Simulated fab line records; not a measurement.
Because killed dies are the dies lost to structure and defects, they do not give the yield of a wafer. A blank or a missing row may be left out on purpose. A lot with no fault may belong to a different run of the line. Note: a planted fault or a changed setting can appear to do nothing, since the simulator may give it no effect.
fab line records    flow n5Finfet
record: lots: 7  wafers: 21  lastDay: 17
route steps=1938 shown BEOL_M1@758 BEOL_M4@1111 PASSIVATION@1936
lots untouched by any fault: they come from a run of this same line in which no faults occurred
startH: hours from the record's first day to the start of the lot's first wafer shown    waitH: hours from the lot's prior step to this one    " unchanged from the row above    L1.1+2: a row that stands for several wafers    - no value present, or no start provided    * or withheld: withheld    < > ~ a bound
route shown NAME@n: names a module that has steps shown in the file, with the first one's number in the route    usual: mean/standard deviation taken from wafers without a fault    same: alike in all rows    chamber/n: place in a boat    sites: per-site readings    _std_site: standard deviation across them    _edge_site: outer sites' mean less inner sites'    radiusMm: for every site, how far away it sits from the centre of the wafer    mask NAME#n: copy n    behind: the tool/chamber that last shaped the wafer    hold: the reason the lot was held/the length of the hold in hours/how it ended    device: which transistor (n, p or np) failed to switch    end of line: tests of these same wafers at the route's end    where a step has no rows: the recipe by itself    killed: dies that structure and defects cost at the first sort, which is not the same as the wafer's yield    map: a wafer's dies, x killed, . not, _ none there
set.NAME: setting as actually run; set.NAME@STEP: the setting as run at that earlier step    model.NAME: the simulator's own value behind a step, which no gauge read
certain route steps with their lots: each step a table, each wafer a row
services: a tool's chamber out of use, with start hour (startH, from the record's first day; less than 0 if before it), hours out, and reason
== steps ==
step: N5_BEOL_M1_COAT_05
recipe: resist: CAR-EUV  spinRpm: 1500  resistThkNm: 30
step: N5_BEOL_M1_EBR_07
recipe: solvent: PGMEA  ebrWidthMm: 1.5
step: N5_BEOL_M1_SOFTBAKE_06
recipe: tempC: 110  timeS: 60  resist: CAR-EUV
step: N5_BEOL_M1_EXPOSE_08
recipe: maskId: M1  na: 0.33  sourceShape: dipole  sigmaInner: 0.369  sigmaOuter: 0.767  polarization: unpolarized  doseMj: 33
step: N5_BEOL_M1_PEB_09
recipe: pebTempC: 100  pebTimeS: 60  resist: CAR-EUV
step: N5_BEOL_M1_DEVELOP_10
recipe: developTimeS: 30  developer: TMAH  resist: CAR-EUV  rinseLiquid: surfactantRinse  dry: airSpin  devTempC: 23
step: N5_BEOL_M1_CD_MEAS_11
recipe: targetCdNm: 17.05  landingEnergyEv: 500  detector: seInlens  polarity: opening
usual: cdNm: 17.09/0.27
lot.wafer  tool      chamber  startH  waitH  cdNm
L590.1     cdSem-03  0        172.29  -      17.50
L590.2     "         0        "       "      17.24
L590.4     "         0        "       "      17.46
L593.2     cdSem-02  0        192.20  -      16.88
L593.3     "         0        "       "      17.35
L593.5     "         0        "       "      17.15
L601.4     cdSem-03  0        230.82  -      16.72
L601.5     "         0        "       "      16.93
L601.6     "         0        "       "      16.83
L602.2     cdSem-03  0        240.69  -      16.80
L602.5     "         0        "       "      16.88
L602.6     "         0        "       "      17.33
L603.1     cdSem-01  0        246.18  -      17.08
L603.2     "         0        "       "      17.15
L603.5     "         0        "       "      17.10
L604.1     cdSem-02  0        246.36  -      17.13
L604.3     "         0        "       "      17.33
L604.4     "         0        "       "      17.45
L605.1     cdSem-02  0        253.40  -      17.16
L605.2     "         0        "       "      17.30
L605.4     "         0        "       "      16.96
step: N5_BEOL_M1_OVL_MEAS_12
recipe: pointsPerWafer: 522
usual: M1_OVL: 0.3/0.66
same: pointsPerWafer: 522
lot.wafer  tool        chamber  startH  waitH  M1_OVL[nm]
L590.1     overlay-02  0        172.32  0.0    0.1
L590.2     "           0        "       "      -0.5
L590.4     "           0        "       "      -0.6
L593.2     overlay-01  0        192.23  0.0    0.7
L593.3     "           0        "       "      -0.2
L593.5     "           0        "       "      1.1
L601.4     overlay-01  0        230.87  0.0    -0.1
L601.5     "           0        "       "      0.6
L601.6     "           0        "       "      -0.4
L602.2     overlay-01  0        240.72  0.0    -0.4
L602.5     "           0        "       "      0.8
L602.6     "           0        "       "      0.2
L603.1     overlay-02  0        246.21  0.0    0.2
L603.2     "           0        "       "      0.5
L603.5     "           0        "       "      0.1
L604.1     overlay-01  0        246.39  0.0    0.5
L604.3     "           0        "       "      0.3
L604.4     "           0        "       "      0.0
L605.1     overlay-01  0        253.43  0.0    0.5
L605.2     "           0        "       "      0.5
L605.4     "           0        "       "      -0.2
step: N5_BEOL_M1_INSPECT_13
recipe: mode: adi  inspectInstrument: brightfield
usual: rawDefectCount: 391/91
lot.wafer  tool              chamber  startH  waitH  rawDefectCount
L590.1     defectInspect-01  -        172.38  0.1    469
L590.2     "                 -        "       "      528
L590.4     "                 -        "       "      442
L593.2     defectInspect-01  -        192.29  0.0    295
L593.3     "                 -        "       "      388
L593.5     "                 -        "       "      430
L601.4     defectInspect-02  -        230.91  0.0    359
L601.5     "                 -        "       "      401
L601.6     "                 -        "       "      380
L602.2     defectInspect-01  -        240.77  0.0    441
L602.5     "                 -        "       "      391
L602.6     "                 -        "       "      386
L603.1     defectInspect-01  -        246.27  0.1    407
L603.2     "                 -        "       "      357
L603.5     "                 -        "       "      394
L604.1     defectInspect-01  -        246.45  0.1    313
L604.3     "                 -        "       "      327
L604.4     "                 -        "       "      280
L605.1     defectInspect-01  -        253.49  0.1    442
L605.2     "                 -        "       "      553
L605.4     "                 -        "       "      613
step: N5_BEOL_M1_DESCUM_16
recipe: chemistry: O2  timeS: 7  sourcePowerW: 50  biasPowerW: 20  pressureMtorr: 20  rfFrequencyHz: 2.712e+07  tempC: 40  resist: CAR-EUV  o2FlowSccm: 225
usual: drypumpMotorCurrentA: 5.6/0.43  oesProductAu: 0.79/0.08  rfVppV: 243.0/1.1  showerheadPlenumPTorr: 2.08/0.057  throttleValvePct: 20.44/0.21
lot.wafer  tool        chamber  startH  waitH  drypumpMotorCurrentA  oesProductAu  rfHoursCounterH  rfVppV  showerheadPlenumPTorr  throttleValvePct
L590.1     rieDiel-06  1        172.57  0.2    5.7                   0.76          169              242.9   2.08                   20.59
L590.2     "           2        "       "      6.0                   0.70          216              243.3   2.06                   20.47
L590.4     "           0        "       "      5.2                   0.83          67               242.1   2.02                   20.17
L593.2     rieDiel-06  3        192.32  0.0    6.2                   0.89          36               243.7   2.12                   20.26
L593.3     "           2        "       "      6.1                   0.70          222              242.6   2.06                   20.48
L593.5     "           2        "       "      6.1                   0.69          -                241.9   2.06                   20.48
L601.4     rieDiel-06  2        230.94  0.0    6.1                   0.68          235              242.7   2.05                   20.50
L601.5     "           3        "       "      6.2                   0.87          -                242.9   2.12                   20.28
L601.6     "           0        "       "      5.2                   0.79          -                242.1   2.01                   20.19
L602.2     rieDiel-04  3        240.95  0.2    5.1                   0.84          56               242.2   2.06                   20.55
L602.5     "           3        "       "      5.1                   0.84          -                243.9   2.06                   20.55
L602.6     "           2        "       "      5.7                   0.68          -                241.5   1.99                   20.99
L603.1     rieDiel-06  1        246.63  0.4    5.7                   0.74          195              243.4   2.07                   20.65
L603.2     "           0        "       "      5.2                   0.80          94               242.4   2.01                   20.21
L603.5     "           1        "       "      5.7                   0.74          -                243.1   2.07                   20.63
L604.1     rieDiel-06  0        246.97  0.5    5.2                   0.80          94               241.4   2.01                   20.20
L604.3     "           2        "       "      6.0                   0.68          241              242.9   2.05                   20.52
L604.4     "           1        "       "      5.7                   0.74          195              242.2   2.07                   20.65
L605.1     rieDiel-03  0        254.60  1.1    5.1                   0.71          215              243.8   2.06                   20.48
L605.2     "           2        "       "      5.3                   0.90          20               242.1   2.06                   20.05
L605.4     "           1        "       "      5.4                   0.87          38               244.3   2.23                   20.54
step: N5_BEOL_M1_ETCH_74
recipe: chemistry: N2/H2  target: underlayer  targetDepthA: 65  maskMaterial: CAR-EUV  timeS: 5.2  ionEnergyEv: 200  pressureMtorr: 30  sourceW: 840  biasW: 150  n2FlowSccm: 200  h2FlowSccm: 200  ends: cleared
usual: biasW: 149.9/0.46  drypumpMotorCurrentA: 5.7/0.42  etchRfOnTimeS: 5.30/0.18  h2FlowSccm: 200.0/0.58  oesProductAu: 0.66/0.066  rfVppV: 523.5/2.3  showerheadPlenumPTorr: 2.53/0.067  throttleValvePct: 17.91/0.27
lot.wafer  tool        chamber  startH  waitH  biasW  drypumpMotorCurrentA  etchRfOnTimeS  h2FlowSccm  oesProductAu  rfHoursCounterH  rfVppV  showerheadPlenumPTorr  throttleValvePct
L590.1     rieDiel-06  1        172.60  0.0    150.0  5.7                   5.17           201.0       0.64          169              523.5   2.54                   18.02
L590.2     "           2        "       "      150.0  6.0                   5.28           200.4       0.61          216              523.5   2.51                   17.90
L590.4     "           0        "       "      149.6  5.2                   5.55           200.2       0.69          67               523.3   2.45                   17.56
L593.2     rieDiel-06  3        192.35  0.0    150.3  6.2                   5.22           199.3       0.73          36               526.7   2.59                   17.79
L593.3     "           2        "       "      150.2  6.0                   5.33           200.5       0.59          222              521.5   2.50                   17.93
L593.5     "           2        "       "      149.8  6.0                   5.39           200.8       0.59          -                522.3   2.50                   17.92
L601.4     rieDiel-06  2        230.97  0.0    149.6  6.1                   5.31           199.4       0.58          235              521.2   2.50                   17.95
L601.5     "           3        "       "      149.7  6.2                   5.22           200.5       0.72          -                524.9   2.59                   17.81
L601.6     "           0        "       "      149.1  5.2                   5.58           199.8       0.67          -                521.5   2.45                   17.58
L602.2     rieDiel-04  3        240.99  0.0    149.3  5.2                   5.41           199.4       0.71          56               521.5   2.48                   17.87
L602.5     "           3        "       "      149.3  5.1                   5.39           200.0       0.72          -                522.5   2.48                   17.85
L602.6     "           2        "       "      150.7  5.7                   4.97           199.9       0.60          -                521.3   2.42                   18.55
L603.1     rieDiel-06  1        246.66  0.0    149.6  5.7                   5.23           200.2       0.61          195              521.3   2.53                   18.09
L603.2     "           0        "       "      150.4  5.2                   5.60           199.7       0.66          94               521.9   2.44                   17.56
L603.5     "           1        "       "      149.7  5.7                   5.19           200.4       0.62          -                524.4   2.53                   18.12
L604.1     rieDiel-06  0        247.00  0.0    149.9  5.2                   5.56           200.8       0.66          94               521.8   2.44                   17.59
L604.3     "           2        "       "      149.7  6.0                   5.35           199.5       0.58          241              522.6   2.50                   17.97
L604.4     "           1        "       "      149.4  5.7                   5.19           199.7       0.62          195              522.9   2.53                   18.10
L605.1     rieDiel-03  0        254.63  0.0    150.0  5.1                   5.42           199.2       0.58          215              521.1   2.53                   18.11
L605.2     "           2        "       "      150.2  5.3                   5.14           199.6       0.77          20               523.1   2.51                   17.53
L605.4     "           1        "       "      150.0  5.4                   5.41           198.8       0.73          38               529.2   2.69                   17.83
step: N5_BEOL_M1_ETCH_63
recipe: chemistry: CF4  target: SiARC  targetDepthA: 156  maskMaterial: CAR-EUV  timeS: 26  ionEnergyEv: 80  pressureMtorr: 40  sourceW: 545  biasW: 36  Ar_flow_sccm: 100  cf4FlowSccm: 100  ends: cleared
usual: biasW: 36.00/0.1  cf4FlowSccm: 100.0/0.31  drypumpMotorCurrentA: 5.6/0.43  etchRfOnTimeS: 26.5/0.87  oesProductAu: 0.67/0.067  rfVppV: 184.0/1.1  showerheadPlenumPTorr: 2.13/0.051  throttleValvePct: 15.66/0.2
lot.wafer  tool        chamber  startH  waitH  biasW  cf4FlowSccm  drypumpMotorCurrentA  etchRfOnTimeS  oesProductAu  rfHoursCounterH  rfVppV  showerheadPlenumPTorr  throttleValvePct
L590.1     rieDiel-06  1        172.62  0.0    35.88  100.5        5.7                   26.3           0.63          169              183.8   2.13                   15.82
L590.2     "           2        "       "      36.01  100.6        6.1                   26.4           0.60          216              182.4   2.11                   15.80
L590.4     "           0        "       "      36.08  99.7         5.2                   27.3           0.70          67               183.8   2.09                   15.49
L593.2     rieDiel-06  3        192.37  0.0    35.99  100.4        6.2                   26.0           0.74          36               184.5   2.19                   15.43
L593.3     "           2        "       "      35.82  99.8         6.0                   26.4           0.59          222              182.8   2.11                   15.83
L593.5     "           2        "       "      35.97  100.0        6.0                   26.6           0.59          -                184.2   2.11                   15.85
L601.4     rieDiel-06  2        230.99  0.0    36.16  100.6        6.0                   26.6           0.58          235              182.9   2.10                   15.87
L601.5     "           3        "       "      36.04  100.2        6.2                   26.3           0.72          -                184.3   2.18                   15.46
L601.6     "           0        "       "      35.91  100.3        5.2                   27.7           0.68          -                184.5   2.08                   15.51
L602.2     rieDiel-04  3        241.00  0.0    35.98  99.7         5.2                   27.3           0.70          56               183.6   2.09                   15.52
L602.5     "           3        "       "      35.99  99.2         5.2                   27.1           0.71          -                184.2   2.09                   15.54
L602.6     "           2        "       "      35.99  100.2        5.7                   25.2           0.59          -                181.7   2.03                   16.06
L603.1     rieDiel-06  1        246.68  0.0    36.02  99.6         5.7                   26.3           0.61          195              182.8   2.12                   15.86
L603.2     "           0        "       "      36.22  100.4        5.2                   28.2           0.67          94               183.3   2.08                   15.52
L603.5     "           1        "       "      35.98  99.8         5.7                   26.3           0.62          -                184.3   2.12                   15.85
L604.1     rieDiel-06  0        247.02  0.0    36.03  100.1        5.2                   28.0           0.67          94               184.6   2.08                   15.52
L604.3     "           2        "       "      35.88  99.5         6.1                   26.6           0.58          241              185.1   2.10                   15.87
L604.4     "           1        "       "      36.10  99.9         5.7                   26.1           0.62          195              184.5   2.12                   15.86
L605.1     rieDiel-03  0        254.65  0.0    35.93  100.4        5.1                   27.3           0.60          215              183.8   2.14                   15.83
L605.2     "           2        "       "      36.17  100.3        5.3                   25.4           0.76          20               183.5   2.11                   15.22
L605.4     "           1        "       "      36.01  99.9         5.4                   27.5           0.72          38               186.1   2.26                   15.58
step: N5_BEOL_M1_ETCH_64
recipe: chemistry: N2/H2  target: SOC  targetDepthA: 750  overetchA: 150  maskMaterial: SiARC  tempC: 40  timeS: 112.5  ionEnergyEv: 200  pressureMtorr: 30  sourceW: 840  biasW: 150  n2FlowSccm: 200  h2FlowSccm: 200
usual: biasW: 150.0/0.41  drypumpMotorCurrentA: 5.7/0.42  h2FlowSccm: 200.0/0.69  oesProductAu: 0.62/0.061  rfVppV: 523.6/2.1  showerheadPlenumPTorr: 2.53/0.067  throttleValvePct: 17.88/0.27
lot.wafer  tool        chamber  startH  waitH  biasW  drypumpMotorCurrentA  h2FlowSccm  oesProductAu  rfHoursCounterH  rfVppV  showerheadPlenumPTorr  throttleValvePct  model.SiARC_of_BEOL_M1_COAT_62.thkNm
L590.1     rieDiel-06  1        172.65  0.0    149.6  5.7                   198.6       0.59          169              522.4   2.54                   18.03             6.6
L590.2     "           2        "       "      150.5  6.1                   200.1       0.56          216              523.3   2.51                   17.89             7
L590.4     "           0        "       "      150.4  5.2                   200.6       0.67          67               522.3   2.45                   17.51             7.2
L593.2     rieDiel-06  3        192.40  0.0    150.3  6.2                   199.9       0.69          36               524.8   2.59                   17.75             6.6
L593.3     "           2        "       "      150.5  6.1                   200.5       0.56          222              524.1   2.50                   17.89             7
L593.5     "           2        "       "      151.1  6.1                   198.8       0.55          -                524.7   2.50                   17.88             7
L601.4     rieDiel-06  2        231.02  0.0    133.3  6.1                   200.1       0.55          235              485.5   2.50                   17.94             7.8
L601.5     "           3        "       "      134.5  6.2                   200.5       0.67          -                488.5   2.59                   17.79             7.4
L601.6     "           0        "       "      134.1  5.2                   199.0       0.65          -                485.3   2.45                   17.52             8
L602.2     rieDiel-04  3        241.03  0.0    150.6  5.2                   200.2       0.67          56               523.2   2.48                   17.82             7.2
L602.5     "           3        "       "      150.3  5.2                   199.5       0.68          -                521.5   2.48                   17.83             7.2
L602.6     "           2        "       "      149.8  5.7                   199.9       0.54          -                519.6   2.42                   18.49             6.8
L603.1     rieDiel-06  1        246.71  0.0    134.4  5.7                   199.1       0.58          195              486.7   2.53                   18.09             7.4
L603.2     "           0        "       "      133.9  5.2                   200.9       0.64          94               486.1   2.44                   17.54             8
L603.5     "           1        "       "      134.2  5.7                   199.8       0.57          -                487.1   2.53                   18.08             7.4
L604.1     rieDiel-06  0        247.04  0.0    134.1  5.2                   201.5       0.64          94               483.3   2.44                   17.54             8
L604.3     "           2        "       "      134.3  6.1                   201.0       0.54          241              486.3   2.50                   17.91             7.8
L604.4     "           1        "       "      133.2  5.7                   199.2       0.57          195              486.5   2.53                   18.07             7.2
L605.1     rieDiel-03  0        254.68  0.0    150.8  5.1                   201.4       0.56          215              523.6   2.53                   18.06             6.8
L605.2     "           2        "       "      150.2  5.3                   200.3       0.70          20               522.9   2.51                   17.46             6.6
L605.4     "           1        "       "      150.6  5.4                   200.3       0.68          38               528.9   2.68                   17.81             7
step: N5_BEOL_M1_STRIP_65
recipe: chemistry: N2/H2  tempC: 40  n2FlowSccm: 200  h2FlowSccm: 200  rfFrequencyHz: 6e+07
step: N5_BEOL_M4_RC_MEAS_101
usual: DIBL_N: 36.0/2.5  DIBL_P: 36.2/3  IOFF_N: 0.16/0.044  IOFF_P: 0.21/0.049  ION_N: 671/15  ION_P: 461/8.7  SS_N: 71.5/0.72  SS_P: 73.4/0.9  VT_N: 251/4.4  VT_P: -250/4
lot.wafer  tool       chamber  startH  waitH  DIBL_N[mV/V]  DIBL_P[mV/V]  IOFF_N[nA/um]  IOFF_P[nA/um]  ION_N[uA/um]  ION_P[uA/um]  SS_N[mV/dec]  SS_P[mV/dec]  VT_N[mV]  VT_P[mV]
L590.1     prober-02  0        223.56  0.0    36.6          37.4          0.16           0.23           684           476           71.3          73.5          249       -249
L590.2     "          0        "       "      38.8          38.6          0.19           0.23           683           460           71.1          73.7          248       -249
L590.4     "          0        "       "      38.0          38.2          0.18           0.24           671           464           71.8          72.8          250       -251
L593.2     prober-02  0        244.47  0.2    35.3          34.4          0.13           0.20           671           460           71.0          73.2          251       -251
L593.3     "          0        "       "      34.0          31.9          0.11           0.16           648           448           70.5          72.6          256       -252
L593.5     "          0        "       "      33.5          31.9          0.10           0.16           656           463           70.2          73.2          254       -250
L601.4     prober-01  0        286.28  0.5    35.8          37.2          0.17           0.23           678           467           72.0          73.5          249       -246
L601.5     "          0        "       "      35.5          35.5          0.18           0.22           682           469           71.5          73.4          249       -249
L601.6     "          0        "       "      34.7          35.6          0.14           0.21           664           457           70.9          73.2          252       -249
L602.2     prober-01  0        286.90  0.6    33.0          32.5          0.11           0.17           652           453           70.0          71.8          252       -254
L602.5     "          0        "       "      33.3          33.4          0.11           0.17           665           464           71.3          71.8          255       -254
L602.6     "          0        "       "      36.1          34.9          0.15           0.19           668           453           72.4          72.9          252       -252
L603.1     prober-02  0        306.64  0.0    35.1          34.4          0.13           0.18           656           455           72.0          72.7          254       -252
L603.2     "          0        "       "      28.9          27.9          0.06           0.12           631           444           70.0          70.5          261       -256
L603.5     "          0        "       "      31.9          31.1          0.09           0.14           642           453           70.7          72.2          257       -252
L605.1     prober-01  0        308.34  0.0    39.0          39.1          0.20           0.29           666           460           72.7          74.2          248       -248
L605.2     "          0        "       "      35.8          35.5          0.15           0.20           658           457           71.9          72.7          252       -250
L605.4     "          0        "       "      35.1          34.9          0.14           0.19           684           470           70.8          73.6          250       -250
L604.1     prober-01  0        309.27  0.4    36.4          36.8          0.18           0.27           693           481           71.3          72.0          243       -242
L604.3     "          0        "       "      37.4          36.8          0.19           0.25           678           468           70.8          73.8          246       -246
L604.4     "          0        "       "      36.1          34.6          0.15           0.20           666           458           71.4          72.9          250       -251
step: N5_PASSIVATION_PROBE_49
usual: defectLimitedYield: 91.7/1.4  killed_at_M0_to_M3: 31/11  killed_at_M4_up: 13/4.6  killedAtContacts: 13/6.7  killedAtFrontEnd: 39/9.6  killedAtOther: 3.5/2.8  killedDies: 98/16  killedOpen: 64/11  killedShort: 33/8.5  sort_bin_5_function: 4.9/0.96  sort_bin_6_memory: 3.1/0.59  sort_bin_8_speed: 0.2/1.3  sortNPass: 1080/23  sortYieldPct: 91.5/1.9
same: grossDies: 1180  killedAtBackSide: 0  sort_bin_4_leakage[%]: 0
lot.wafer  tool       chamber  startH  waitH  defectLimitedYield[%]  killed_at_M0_to_M3  killed_at_M4_up  killedAtContacts  killedAtFrontEnd  killedAtOther  killedDies  killedOpen  killedShort  sort_bin_5_function[%]  sort_bin_6_memory[%]  sort_bin_8_speed[%]  sortNPass  sortYieldPct[%]
L602.2     prober-02  -        393.09  0.1    91.3                   41                  8                14                34                6              103         64          38           5.3                     3.1                   0                    1077       91.3
L602.5     prober-02  -        393.24  0.2    92.0                   26                  12               16                36                4              94          58          35           5.1                     2.6                   0                    1086       92.0
L602.6     prober-02  -        393.29  0.3    92.0                   20                  13               21                35                5              94          60          32           4.2                     3.2                   0                    1086       92.0
killed by level:class
L602.2 BEOL_M0_SAQP:geometricParticle:short=14 MOL_CONTACT_COAG:geometricParticle:open=10 BEOL_M0_SAQP:geometricParticle:open=7 DUMMY_GATE:geometricParticle:open=6 BEOL_M1:geometricParticle:open=6 BEOL_M3:geometricParticle:open=5 STI_FIN_REVEAL:geometricParticle:open=4 GATE_CUT:geometricParticle:short=4
L602.5 MOL_CONTACT_COAG:geometricParticle:open=14 STI_FIN_REVEAL:geometricParticle:open=8 FIN_SAQP:geometricParticle:short=7 BEOL_M0_SAQP:geometricParticle:short=7 BEOL_M0:geometricParticle:open=6 BEOL_M0_SAQP:geometricParticle:open=5 ILD0:geometricParticle:short=3 ILD0:geometricParticle:open=3
L602.6 MOL_CONTACT_COAG:geometricParticle:open=13 STI_FIN_REVEAL:geometricParticle:open=10 MOL_CONTACT_COAG:geometricParticle:short=8 GATE_CUT:geometricParticle:short=7 BEOL_M0_SAQP:geometricParticle:open=5 FIN_SAQP:geometricParticle:open=4 BEOL_M3:geometricParticle:open=4 BEOL_M4:geometricParticle:open=4
== services ==
tool        chamber  startH  hours  kind
rieDiel-03  -        159.37  0.7    repair
rieDiel-03  2        161.15  -      clean
rieDiel-03  2        161.15  -      consumableReplace:focusRing
rieDiel-03  2        161.15  13.2   scheduledDown
rieDiel-03  2        161.15  13.2   ventCycle
rieDiel-04  -        188.17  14.6   pm
rieDiel-03  -        239.00  15.6   pm
rieDiel-04  2        254.55  -      clean
rieDiel-04  2        254.55  -      consumableReplace:focusRing
rieDiel-04  2        254.55  -      consumableReplace:showerhead
rieDiel-04  2        254.55  11.3   scheduledDown
rieDiel-04  2        254.55  11.3   ventCycle
== key ==
firstSign: step: N5_BEOL_M1_ETCH_64  reading: biasW  direction: down  sigmas: 39  usual: *  struck: *
effect: step: N5_BEOL_M1_ETCH_64  reading: rfVppV  direction: down  sigmas: 18  usual: 523.6  struck: 486.2
modelEffect: step: N5_BEOL_M1_ETCH_64  value: SiARC_of_BEOL_M1_COAT_62.thkNm  without: 6.956  struck: 7.667
metAt N5_BEOL_M1_ETCH_64
struckWafers L601.4,L601.5,L601.6,L603.1,L603.2,L603.5,L604.1,L604.3,L604.4
onsetBetween 192.40 231.02
fault: kind: processParameterDrift  tool: rieDiel-06  chamber: -  onsetH: 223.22  steps: N5_BEOL_M1_ETCH_64  channel: biasW  offset: *  shape: step  endH: 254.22  actsIn: *  stated: *
